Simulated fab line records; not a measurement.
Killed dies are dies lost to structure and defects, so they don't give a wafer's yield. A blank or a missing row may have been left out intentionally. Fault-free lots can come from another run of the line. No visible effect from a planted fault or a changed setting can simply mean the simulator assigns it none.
fab line records    flow n5-finfet
[record] lots = 7  wafers = 39
route steps=1938 shown BEOL_M11@1578 BEOL_M13@1705 BEOL_M15@1808
start-h: start of the lot's first displayed wafer, in hours after the record's first day    wait-h: hours elapsed since this lot's preceding step    " the same as in the row above    L1.1+2: one row covering several wafers at once    - value missing, or start not given    * or withheld: withheld    < > ~ a bound
route shown NAME@n: NAME is a module with steps in the file, n the number in the route of the first one    usual: mean/standard deviation taken from wafers without a fault    same: alike in all rows    chamber/n: place in a boat    sites: the reading at each site    _std_site: the values' standard deviation    _edge_site: inner sites' mean taken away from outer sites' mean    radius-mm: how far each site lies from the wafer's centre    mask NAME#n: copy n    behind: the most recent tool/chamber to have shaped the wafer    hold: reason for holding the lot/hours on hold/outcome of the hold    device: which transistor (n, p or np) failed to switch    end of line: the same wafers' tests at the end of the route    a step given without rows: its recipe and nothing more    killed: at the first sort, the dies lost to defects and structure; wafer yield is something else    map: a wafer's dies, marking killed ones x, the rest . and places with no die _
set.NAME: the setting that was run; set.NAME@STEP: the one run at that earlier step    model.NAME: the simulator's own value behind a step, which no gauge read
lots run with intentionally changed settings; tables by step, rows by wafer
[[steps]]
[step N5_BEOL_M11_TRENCH_ETCH_37]
[recipe] chemistry = C4F6/O2  target-depth-a = 1488.3  target = SiCOH_lowk  time-s = 48  ion-energy-ev = 250  pressure-mtorr = 30  source-w = 345  bias-w = 185  Ar_flow_sccm = 300  C4F6_flow_sccm = 10  O2_flow_sccm = 10
lot.wafer  tool         chamber  start-h  wait-h  set.target-depth-a  model.BEOL_M11.feature-depth-nm  model.etch.depth-nm  model.TiN_of_BEOL_M11_HM_DEP_02.thk-nm
L074.1     rie-diel-03  1        -        -       1001                101.4                            101.5                17.2
L074.2     "            3        "        "       1001                99.4                             99.47                17
L074.3     "            2        "        "       1488.3              149.4                            149.5                16
L074.4     "            3        "        "       1001                99.4                             99.49                17.2
L074.5     "            2        "        "       1488.3              150                              150.1                16
L074.6     "            1        "        "       1488.3              150.4                            150.3                15.8
L076.1     rie-diel-03  1        -        -       1782                177.6                            177.5                15
L076.2     "            2        "        "       1488.3              148.4                            148.5                15.4
L076.3     "            3        "        "       1488.3              145                              145                  15.8
L076.4     "            0        "        "       1488.3              152.2                            152.2                15.4
L076.5     "            2        "        "       1782                178                              178                  14.8
L076.6     "            1        "        "       1782                178.8                            178.8                15
L080.1     rie-diel-03  0        -        -       1488.3              152.6                            152.7                15.6
L080.2     "            3        "        "       1091                105.8                            105.9                17
L080.3     "            2        "        "       1488.3              148                              148                  15.6
L080.4     "            1        "        "       1091                108.6                            108.5                16.8
L080.5     "            2        "        "       1488.3              148.2                            148.2                15.6
L080.6     "            3        "        "       1091                106.8                            106.8                17
L087.1     rie-diel-03  2        -        -       1488.3              147.6                            147.6                16
L087.2     "            0        "        "       1488.3              151.2                            151.1                15.8
L087.3     "            1        "        "       1488.3              149.8                            149.8                15.8
L087.4     "            3        "        "       1488.3              145.6                            145.7                15.6
L087.5     "            3        "        "       1488.3              145.4                            145.4                16
L087.6     "            0        "        "       1488.3              151.6                            151.6                15.6
L090.2     rie-diel-02  3        -        -       1488.3              150                              150                  16
L090.4     "            2        "        "       1488.3              145                              144.9                16
L090.5     "            2        "        "       1488.3              145.2                            145.2                16
L094.1     rie-diel-04  0        -        -       2252                231.4                            231.5                13.4
L094.2     "            3        "        "       1488.3              150.2                            150.2                15.6
L094.3     "            1        "        "       1488.3              147                              147                  15.8
L094.4     "            2        "        "       2252                225.6                            225.6                14
L094.5     "            2        "        "       2252                225.4                            225.3                13.8
L094.6     "            3        "        "       1488.3              149.6                            149.6                15.6
L096.1     rie-diel-03  1        -        -       1488.3              149.4                            149.4                15.4
L096.2     "            2        "        "       1488.3              146                              145.9                15.2
L096.3     "            0        "        "       2291                231.4                            231.5                13
L096.4     "            2        "        "       1488.3              145.4                            145.4                15.6
L096.5     "            1        "        "       2291                230.6                            230.5                12.8
L096.6     "            0        "        "       2291                231                              231                  12.6
[step N5_BEOL_M11_ETCH_41]
[recipe] chemistry = CH3F/O2  target = SiCN  target-depth-a = 426  taper-deg = 2  time-s = 86  ion-energy-ev = 120  mask-material = TiN  pressure-mtorr = 30  source-w = 395  bias-w = 75  Ar_flow_sccm = 150  CH3F_flow_sccm = 30  O2_flow_sccm = 20
[step N5_BEOL_M11_STRIP_77]
[recipe] chemistry = N2/H2  time-s = 10  power-w = 450  temp-c = 40  pressure-mtorr = 20  rf-frequency-hz = 6e+07  bias-power-w = 7  n2-flow-sccm = 200  h2-flow-sccm = 200
[step N5_BEOL_M11_OCD_MEAS_38]
[usual] trench-depth-nm = 148.5/2.5
lot.wafer  tool    chamber  start-h  wait-h  set.target-depth-a@BEOL_M11_TRENCH_ETCH_37  trench-depth-nm
L074.1     ocd-02  -        226.21   -       1001                                        101.3
L074.2     "       -        "        "       1001                                        99.6
L074.3     "       -        "        "       1488.3                                      149.6
L074.4     "       -        "        "       1001                                        100.0
L074.5     "       -        "        "       1488.3                                      150.3
L074.6     "       -        "        "       1488.3                                      150.6
L076.1     ocd-01  -        254.43   -       1782                                        177.5
L076.2     "       -        "        "       1488.3                                      148.5
L076.3     "       -        "        "       1488.3                                      144.9
L076.4     "       -        "        "       1488.3                                      152.1
L076.5     "       -        "        "       1782                                        177.8
L076.6     "       -        "        "       1782                                        178.7
L080.1     ocd-01  -        273.57   -       1488.3                                      152.5
L080.2     "       -        "        "       1091                                        106.1
L080.3     "       -        "        "       1488.3                                      148.1
L080.4     "       -        "        "       1091                                        108.0
L080.5     "       -        "        "       1488.3                                      148.2
L080.6     "       -        "        "       1091                                        106.9
L087.1     ocd-01  -        310.43   -       1488.3                                      147.5
L087.2     "       -        "        "       1488.3                                      151.4
L087.3     "       -        "        "       1488.3                                      150.0
L087.4     "       -        "        "       1488.3                                      145.2
L087.5     "       -        "        "       1488.3                                      145.7
L087.6     "       -        "        "       1488.3                                      151.6
L090.2     ocd-02  -        328.99   -       1488.3                                      149.7
L090.4     "       -        "        "       1488.3                                      144.9
L090.5     "       -        "        "       1488.3                                      145.2
L094.1     ocd-02  -        345.83   -       2252                                        230.9
L094.2     "       -        "        "       1488.3                                      149.6
L094.3     "       -        "        "       1488.3                                      146.6
L094.4     "       -        "        "       2252                                        225.4
L094.5     "       -        "        "       2252                                        225.6
L094.6     "       -        "        "       1488.3                                      149.6
L096.1     ocd-01  -        361.60   -       1488.3                                      149.8
L096.2     "       -        "        "       1488.3                                      145.8
L096.3     "       -        "        "       2291                                        231.8
L096.4     "       -        "        "       1488.3                                      144.9
L096.5     "       -        "        "       2291                                        230.6
L096.6     "       -        "        "       2291                                        230.6
[step N5_BEOL_M11_HM_STRIP_39]
[recipe] chemistry = peroxide-tin-strip  material = TiN  target-depth-a = 250  temp-c = 50  time-s = 158
[step N5_BEOL_M11_SRD_40]
[recipe] time-s = 30  temp-c = 23  rinse-liquid = diw  dry = ipa-marangoni
[step N5_BEOL_M11_ECD_50]
[recipe] material = Cu  target-thk-a = 3180
[step N5_BEOL_M11_ANNEAL_51]
[recipe] temp-c = 225  time-s = 90  ambient = N2
[step N5_BEOL_M11_CMP_52]
[recipe] stop-on = SiCOH_lowk  t-overpolish-s = 7  down-force-psi = 1  platen-rpm = 50  clearing-platen-down-force-psi = 1.5  clearing-platen-rpm = 50  post-cmp-clean = cu-alkaline  target-thk-nm = 140  clearing-platen-pad-velocity-m-s = 0.99484  pad-velocity-m-s = 0.99484
lot.wafer  tool    chamber  start-h  wait-h  set.target-depth-a@BEOL_M11_TRENCH_ETCH_37  model.Cu_of_BEOL_M11_ECD_50.thk-nm
L074.4     cmp-02  2        228.56   0.1     1001                                        91
L074.1     "       3        "        "       1001                                        92
L074.3+6   "       0,3      "        "       1488.3                                      141.6
L074.2     "       1        "        "       1001                                        90.8
L074.5     "       2        "        "       1488.3                                      141.4
L076.3     cmp-04  2        257.39   0.2     1488.3                                      134.8
L076.2     "       3        "        "       1488.3                                      140.6
L076.4     "       0        "        "       1488.3                                      142
L076.1     "       1        "        "       1782                                        168
L076.5     "       2        "        "       1782                                        168.8
L076.6     "       3        "        "       1782                                        169.4
L080.4     cmp-03  2        276.58   0.1     1091                                        99.4
L080.3     "       3        "        "       1488.3                                      139.2
L080.1     "       0        "        "       1488.3                                      142.6
L080.2     "       1        "        "       1091                                        97.8
L080.6     "       2        "        "       1091                                        99
L080.5     "       3        "        "       1488.3                                      139
L087.4     cmp-03  2        313.58   0.1     1488.3                                      136
L087.1     "       3        "        "       1488.3                                      137.4
L087.3     "       0        "        "       1488.3                                      138.2
L087.2     "       1        "        "       1488.3                                      142
L087.5     "       2        "        "       1488.3                                      137.2
L087.6     "       3        "        "       1488.3                                      140.6
L090.4     cmp-03  0        330.84   0.2     1488.3                                      136.6
L090.2     "       2        "        "       1488.3                                      142
L090.5     "       3        "        "       1488.3                                      137.6
L094.4     cmp-02  2        348.08   0.1     2252                                        217.6
L094.2     "       3        "        "       1488.3                                      140.8
L094.3     "       0        "        "       1488.3                                      139.2
L094.1     "       1        "        "       2252                                        221.2
L094.5     "       2        "        "       2252                                        217.2
L094.6     "       3        "        "       1488.3                                      140.2
L096.4     cmp-04  2        364.15   0.1     1488.3                                      138.6
L096.2     "       3        "        "       1488.3                                      138.8
L096.1     "       0        "        "       1488.3                                      141.6
L096.3     "       1        "        "       2291                                        222.6
L096.6     "       2        "        "       2291                                        223.4
L096.5     "       3        "        "       2291                                        224.8
[step N5_BEOL_M11_THK_MEAS_53]
[recipe] thk-meas-gauge = xrf  reads = Cu_of_BEOL_M11_ECD_50
[usual] M11_THK = 139.9/2.8
lot.wafer  tool           chamber  start-h  wait-h  set.target-depth-a@BEOL_M11_TRENCH_ETCH_37  M11_THK[nm]
L074.1     film-metro-02  -        228.86   -       1001                                        90.7
L074.2     "              -        "        "       1001                                        90.5
L074.3     "              -        "        "       1488.3                                      140.8
L074.4     "              -        "        "       1001                                        90.2
L074.5     "              -        "        "       1488.3                                      140.0
L074.6     "              -        "        "       1488.3                                      140.8
L076.1     film-metro-01  -        257.69   -       1782                                        168.3
L076.2     "              -        "        "       1488.3                                      140.8
L076.3     "              -        "        "       1488.3                                      134.8
L076.4     "              -        "        "       1488.3                                      142.2
L076.5     "              -        "        "       1782                                        169.5
L076.6     "              -        "        "       1782                                        170.2
L080.1     film-metro-02  -        276.87   -       1488.3                                      142.7
L080.2     "              -        "        "       1091                                        97.9
L080.3     "              -        "        "       1488.3                                      139.4
L080.4     "              -        "        "       1091                                        99.5
L080.5     "              -        "        "       1488.3                                      139.6
L080.6     "              -        "        "       1091                                        99.0
L087.1     film-metro-01  -        313.87   -       1488.3                                      136.3
L087.2     "              -        "        "       1488.3                                      140.8
L087.3     "              -        "        "       1488.3                                      137.6
L087.4     "              -        "        "       1488.3                                      135.0
L087.5     "              -        "        "       1488.3                                      136.6
L087.6     "              -        "        "       1488.3                                      139.4
L090.2     film-metro-02  -        331.10   -       1488.3                                      142.3
L090.4     "              -        "        "       1488.3                                      136.8
L090.5     "              -        "        "       1488.3                                      137.7
L094.1     film-metro-02  -        348.37   -       2252                                        220.6
L094.2     "              -        "        "       1488.3                                      140.9
L094.3     "              -        "        "       1488.3                                      138.3
L094.4     "              -        "        "       2252                                        217.3
L094.5     "              -        "        "       2252                                        217.0
L094.6     "              -        "        "       1488.3                                      140.0
L096.1     film-metro-01  -        364.45   -       1488.3                                      141.1
L096.2     "              -        "        "       1488.3                                      138.5
L096.3     "              -        "        "       2291                                        223.0
L096.4     "              -        "        "       1488.3                                      138.5
L096.5     "              -        "        "       2291                                        224.2
L096.6     "              -        "        "       2291                                        222.9
[step N5_BEOL_M11_PRE_CLEAN_55]
[recipe] gas = NH3  time-s = 15  temp-c = withheld  rf-power-w = 300
[step N5_BEOL_M11_DEP_56]
[recipe] material = SiCN  target-thk-a = 300  temp-c = withheld  precursor = 3MS/NH3  pressure-torr = 3  rf-w = 675  time-s = 10.5
[step N5_BEOL_M11_RS_MEAS_57]
[recipe] thk-meas-gauge = four-point-probe  reads = Cu_of_BEOL_M11_ECD_50+Co_of_BEOL_M11_CVD_75+TaN_of_BEOL_M11_ALD_74
[usual] M11_RS = 0.151/0.0031
lot.wafer  tool           chamber  start-h  wait-h  set.target-depth-a@BEOL_M11_TRENCH_ETCH_37  M11_RS[ohm/sq]
L074.1     film-metro-02  -        228.98   0.0     1001                                        0.242
L074.2     "              -        "        "       1001                                        0.246
L074.3     "              -        "        "       1488.3                                      0.149
L074.4     "              -        "        "       1001                                        0.245
L074.5     "              -        "        "       1488.3                                      0.149
L074.6     "              -        "        "       1488.3                                      0.149
L076.1     film-metro-02  -        257.84   0.1     1782                                        0.123
L076.2     "              -        "        "       1488.3                                      0.150
L076.3     "              -        "        "       1488.3                                      0.157
L076.4     "              -        "        "       1488.3                                      0.148
L076.5     "              -        "        "       1782                                        0.123
L076.6     "              -        "        "       1782                                        0.122
L080.1     film-metro-02  -        277.00   0.0     1488.3                                      0.148
L080.2     "              -        "        "       1091                                        0.225
L080.3     "              -        "        "       1488.3                                      0.152
L080.4     "              -        "        "       1091                                        0.221
L080.5     "              -        "        "       1488.3                                      0.152
L080.6     "              -        "        "       1091                                        0.223
L087.1     film-metro-02  -        314.03   0.1     1488.3                                      0.154
L087.2     "              -        "        "       1488.3                                      0.148
L087.3     "              -        "        "       1488.3                                      0.153
L087.4     "              -        "        "       1488.3                                      0.156
L087.5     "              -        "        "       1488.3                                      0.154
L087.6     "              -        "        "       1488.3                                      0.150
L090.2     film-metro-01  -        331.22   0.0     1488.3                                      0.149
L090.4     "              -        "        "       1488.3                                      0.155
L090.5     "              -        "        "       1488.3                                      0.154
L094.1     film-metro-01  -        348.50   0.0     2252                                        0.092
L094.2     "              -        "        "       1488.3                                      0.150
L094.3     "              -        "        "       1488.3                                      0.152
L094.4     "              -        "        "       2252                                        0.094
L094.5     "              -        "        "       2252                                        0.094
L094.6     "              -        "        "       1488.3                                      0.151
L096.1     film-metro-02  -        364.60   0.1     1488.3                                      0.149
L096.2     "              -        "        "       1488.3                                      0.152
L096.3     "              -        "        "       2291                                        0.091
L096.4     "              -        "        "       1488.3                                      0.152
L096.5     "              -        "        "       2291                                        0.090
L096.6     "              -        "        "       2291                                        0.091
[step N5_BEOL_M13_SPUTTER_43]
[recipe] material = TaN  target-thk-a = 150  temp-c = 50  bias-v = 168.6  power-w = 15000  chamber-pressure-pa = 0.12  time-s = 24.19
lot.wafer       tool            chamber  start-h  wait-h  set.time-s  model.TaN_of_BEOL_M13_SPUTTER_43.thk-nm
L074.1          pvd-sputter-03  -        240.51   0.0     24.19       14.6
L074.2+5        "               -        "        "       24.19       14.4
L074.3+4+6      "               -        "        "       15.09       9
L076.1+6        pvd-sputter-02  -        268.76   0.0     24.19       15
L076.2+3+5      "               -        "        "       14.58       9
L076.4          "               -        "        "       24.19       15.2
L080.1+2+4+5+6  pvd-sputter-01  -        285.98   0.0     24.19       14.8
L080.3          "               -        "        "       24.19       15
L087.1          pvd-sputter-01  -        322.09   0.0     36.17       22.4
L087.2          "               -        "        "       24.19       14.8
L087.3+5        "               -        "        "       36.17       22.6
L087.4          "               -        "        "       24.19       15
L087.6          "               -        "        "       24.19       15.2
L090.2          pvd-sputter-01  -        345.33   0.0     24.19       14.6
L090.4+5        "               -        "        "       24.19       14.4
L094.1+6        pvd-sputter-03  -        363.28   0.0     14.52       9.2
L094.2+4        "               -        "        "       24.19       15
L094.3          "               -        "        "       14.52       9
L094.5          "               -        "        "       24.19       14.8
L096.1+4        pvd-sputter-02  -        376.20   0.0     24.19       15
L096.2+5        "               -        "        "       36.81       22.8
L096.3          "               -        "        "       24.19       14.8
L096.6          "               -        "        "       36.81       22.6
[step N5_BEOL_M13_SPUTTER_44]
[recipe] material = Ta  target-thk-a = 100  temp-c = 50  bias-v = 80  power-w = 15000  chamber-pressure-pa = 0.07  time-s = 16.13
[step N5_BEOL_M13_SPUTTER_45]
[recipe] material = Cu  target-thk-a = 800  temp-c = -20  bias-v = 60  power-w = 26000  chamber-pressure-pa = 0.13  time-s = 13.33
[step N5_BEOL_M13_ECD_47]
[recipe] material = Cu  target-thk-a = 9360
[step N5_BEOL_M13_ANNEAL_48]
[recipe] temp-c = 225  time-s = 90  ambient = N2
[step N5_BEOL_M13_CMP_49]
[recipe] stop-on = SiOC  t-overpolish-s = 17.1  down-force-psi = 1  platen-rpm = 50  clearing-platen-down-force-psi = 1.5  clearing-platen-rpm = 50  post-cmp-clean = cu-alkaline  target-thk-nm = 420  clearing-platen-pad-velocity-m-s = 0.99484  pad-velocity-m-s = 0.99484
[usual] barrier-field-endpoint-s = 30.1/0.8
lot.wafer  tool    chamber  start-h  wait-h  set.time-s@BEOL_M13_SPUTTER_43  barrier-field-endpoint-s
L074.1     cmp-01  3        241.26   0.3     24.19                           29.9
L074.3     "       0        "        "       15.09                           22.8
L074.4     "       1        "        "       15.09                           22.1
L074.2     "       2        "        "       24.19                           28.9
L074.6     "       3        "        "       15.09                           23.4
L074.5     "       0        "        "       24.19                           28.8
L076.1     cmp-02  3        269.50   0.3     24.19                           29.7
L076.4     "       0        "        "       24.19                           30.6
L076.2     "       1        "        "       14.58                           22.7
L076.3     "       2        "        "       14.58                           23.4
L076.6     "       3        "        "       24.19                           29.7
L076.5     "       0        "        "       14.58                           23.4
L080.3     cmp-01  2        286.73   0.2     24.19                           31.2
L080.4     "       3        "        "       24.19                           31.9
L080.2     "       0        "        "       24.19                           31.1
L080.1     "       1        "        "       24.19                           30.2
L080.6     "       2        "        "       24.19                           30.4
L080.5     "       3        "        "       24.19                           31.1
L087.2     cmp-04  0        322.82   0.2     24.19                           30.6
L087.3     "       1        "        "       36.17                           40.2
L087.1     "       2        "        "       36.17                           39.0
L087.4     "       3        "        "       24.19                           31.0
L087.6     "       0        "        "       24.19                           30.5
L087.5     "       1        "        "       36.17                           40.9
L090.4     cmp-01  3        346.14   0.2     24.19                           29.6
L090.2     "       0        "        "       24.19                           29.3
L090.5     "       2        "        "       24.19                           29.1
L094.1     cmp-01  3        365.17   0.3     14.52                           23.5
L094.2     "       0        "        "       24.19                           29.7
L094.4     "       1        "        "       24.19                           28.6
L094.3     "       2        "        "       14.52                           22.3
L094.6     "       3        "        "       14.52                           23.7
L094.5     "       0        "        "       24.19                           30.0
L096.4     cmp-01  1        376.95   0.1     24.19                           29.7
L096.1     "       2        "        "       24.19                           30.3
L096.3     "       3        "        "       24.19                           30.6
L096.2     "       0        "        "       36.81                           39.7
L096.5     "       1        "        "       36.81                           37.7
L096.6     "       2        "        "       36.81                           39.3
[step N5_BEOL_M15_ETCH_61]
[recipe] chemistry = N2/H2  target = BARC  target-depth-a = 890  overetch-a = 267  time-s = 67.9  ion-energy-ev = 200  pressure-mtorr = 30  source-w = 840  bias-w = 150  n2-flow-sccm = 200  h2-flow-sccm = 200
lot.wafer  tool         chamber  start-h  wait-h  set.time-s  model.etch.depth-nm  model.coat_of_BEOL_M15_COAT_22.thk-nm
L074.1     rie-diel-03  3        248.17   0.0     37.85       63.92                751.4
L074.2     "            1        "        "       37.85       64.27                745.6
L074.3     "            0        "        "       67.9        88.58                716.2
L074.4     "            2        "        "       67.9        88.27                718.6
L074.5     "            3        "        "       67.9        88.19                722.4
L074.6     "            2        "        "       37.85       64.02                747.8
L076.1     rie-diel-02  2        277.43   0.0     67.9        88.98                717.2
L076.2     "            3        "        "       67.9        88.92                717.4
L076.3     "            0        "        "       55.86       89.24                729.2
L076.4     "            1        "        "       55.86       89.09                729
L076.5     "            3        "        "       55.86       89.11                726
L076.6     "            2        "        "       67.9        88.9                 718
L080.1     rie-diel-03  1        295.59   0.0     67.9        89.38                720.2
L080.2     "            2        "        "       67.9        88.93                719.6
L080.3     "            3        "        "       67.9        89.02                718.8
L080.4     "            0        "        "       67.9        89.2                 715
L080.5     "            1        "        "       67.9        88.98                716.6
L080.6     "            2        "        "       67.9        89.03                720.6
L087.1     rie-diel-02  2        332.09   0.0     67.9        88.64                722.2
L087.2     "            3        "        "       67.9        88.81                717.8
L087.3     "            3        "        "       33.75       57.42                750.4
L087.4     "            2        "        "       67.9        88.56                720.6
L087.5     "            2        "        "       33.75       55.29                749.6
L087.6     "            3        "        "       33.75       58.01                747.8
L090.2     rie-diel-02  0        362.78   0.0     67.9        89.04                720.6
L090.4     "            1        "        "       67.9        89.03                719.2
L090.5     "            3        "        "       67.9        89.33                716.8
L094.1     rie-diel-03  3        377.45   0.0     67.9        88.99                712.8
L094.2     "            1        "        "       99.72       88.92                686
L094.3     "            0        "        "       99.72       88.86                679.6
L094.4     "            1        "        "       99.72       89.12                683.2
L094.5     "            3        "        "       67.9        89.06                715
L094.6     "            0        "        "       67.9        88.9                 710.8
L096.1+4   rie-diel-04  3,1      384.02   0.0     67.9        89.05                715.6
L096.2     "            2        "        "       49.66       84.17                736.2
L096.3     "            0        "        "       49.66       88.06                730.8
L096.5     "            1        "        "       49.66       84.16                735
L096.6     "            0        "        "       67.9        89.03                714
[step N5_BEOL_M15_TRENCH_ETCH_34]
[recipe] chemistry = C4F8/O2/Ar  target = SiO2  target-depth-a = 8729.3  he-inner-torr = 15  he-outer-torr = 30  time-s = 199  ion-energy-ev = 800  pressure-mtorr = 20  source-w = 1905  bias-w = 2040  Ar_flow_sccm = 400  C4F8_flow_sccm = 16  O2_flow_sccm = 12
lot.wafer  tool         chamber  start-h  wait-h  set.time-s@BEOL_M15_ETCH_61  model.coat_of_BEOL_M15_COAT_22.thk-nm
L074.1     rie-diel-03  3        248.22   0.0     37.85                        580
L074.2     "            1        "        "       37.85                        572
L074.3     "            0        "        "       67.9                         543.8
L074.4     "            2        "        "       67.9                         547
L074.5     "            3        "        "       67.9                         550.8
L074.6     "            2        "        "       37.85                        575.4
L076.1     rie-diel-02  2        277.48   0.0     67.9                         549.4
L076.2     "            3        "        "       67.9                         537.4
L076.3     "            0        "        "       55.86                        556
L076.4     "            1        "        "       55.86                        560
L076.5     "            3        "        "       55.86                        547.8
L076.6     "            2        "        "       67.9                         550.4
L080.1     rie-diel-03  1        295.64   0.0     67.9                         546
L080.2     "            2        "        "       67.9                         547.4
L080.3     "            3        "        "       67.9                         547.2
L080.4+5   "            0,1      "        "       67.9                         541.8
L080.6     "            2        "        "       67.9                         549.6
L087.1+4   rie-diel-02  2        332.16   0.1     67.9                         556.8
L087.2     "            3        "        "       67.9                         538.8
L087.3     "            3        "        "       33.75                        573.4
L087.5     "            2        "        "       33.75                        583.8
L087.6     "            3        "        "       33.75                        569.6
L090.2     rie-diel-02  0        362.83   0.0     67.9                         549.6
L090.4     "            1        "        "       67.9                         552
L090.5     "            3        "        "       67.9                         539.4
L094.1     rie-diel-03  3        377.50   0.0     67.9                         540.8
L094.2     "            1        "        "       99.72                        511.2
L094.3     "            0        "        "       99.72                        508.6
L094.4     "            1        "        "       99.72                        506.6
L094.5     "            3        "        "       67.9                         543.8
L094.6     "            0        "        "       67.9                         538.4
L096.1     rie-diel-04  3        384.07   0.0     67.9                         539.8
L096.2     "            2        "        "       49.66                        562.2
L096.3     "            0        "        "       49.66                        558
L096.4     "            1        "        "       67.9                         547.4
L096.5     "            1        "        "       49.66                        566
L096.6     "            0        "        "       67.9                         539.4
[[key]]
[split] step = N5_BEOL_M11_TRENCH_ETCH_37  setting = target-depth-a  stated = 1488.3  by = wafer
[response] step = N5_BEOL_M11_TRENCH_ETCH_37  reading = model.BEOL_M11.feature-depth-nm  change = +1.54  per = 1%  r = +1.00
[response] step = N5_BEOL_M11_TRENCH_ETCH_37  reading = model.etch.depth-nm  change = +1.54  per = 1%  r = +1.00
[response] step = N5_BEOL_M11_TRENCH_ETCH_37  reading = model.TiN_of_BEOL_M11_HM_DEP_02.thk-nm  change = -0.0423  per = 1%  r = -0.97
[response] step = N5_BEOL_M11_OCD_MEAS_38  reading = trench-depth-nm  change = +1.55  per = 1%  r = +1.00
[response] step = N5_BEOL_M11_CMP_52  reading = model.Cu_of_BEOL_M11_ECD_50.thk-nm  change = +1.54  per = 1%  r = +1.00
[response] step = N5_BEOL_M11_THK_MEAS_53  reading = M11_THK  change = +1.54  per = 1%  r = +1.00
[response] step = N5_BEOL_M11_RS_MEAS_57  reading = M11_RS  shape = bent  at-lowest = 0.245  at-stated = 0.151  at-highest = 0.091
[split] step = N5_BEOL_M13_SPUTTER_43  setting = time-s  stated = 24.19  by = wafer
[response] step = N5_BEOL_M13_SPUTTER_43  reading = model.TaN_of_BEOL_M13_SPUTTER_43.thk-nm  change = +0.149  per = 1%  r = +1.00
[response] step = N5_BEOL_M13_CMP_49  reading = barrier-field-endpoint-s  change = +0.172  per = 1%  r = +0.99
[split] step = N5_BEOL_M15_ETCH_61  setting = time-s  stated = 67.9  by = wafer
[response] step = N5_BEOL_M15_ETCH_61  reading = model.etch.depth-nm  shape = bent  at-lowest = 56.9  at-stated = 88.91  at-highest = 88.97
[response] step = N5_BEOL_M15_ETCH_61  reading = model.coat_of_BEOL_M15_COAT_22.thk-nm  change = -0.629  per = 1%  r = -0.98
[response] step = N5_BEOL_M15_TRENCH_ETCH_34  reading = model.coat_of_BEOL_M15_COAT_22.thk-nm  change = -0.61  per = 1%  r = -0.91
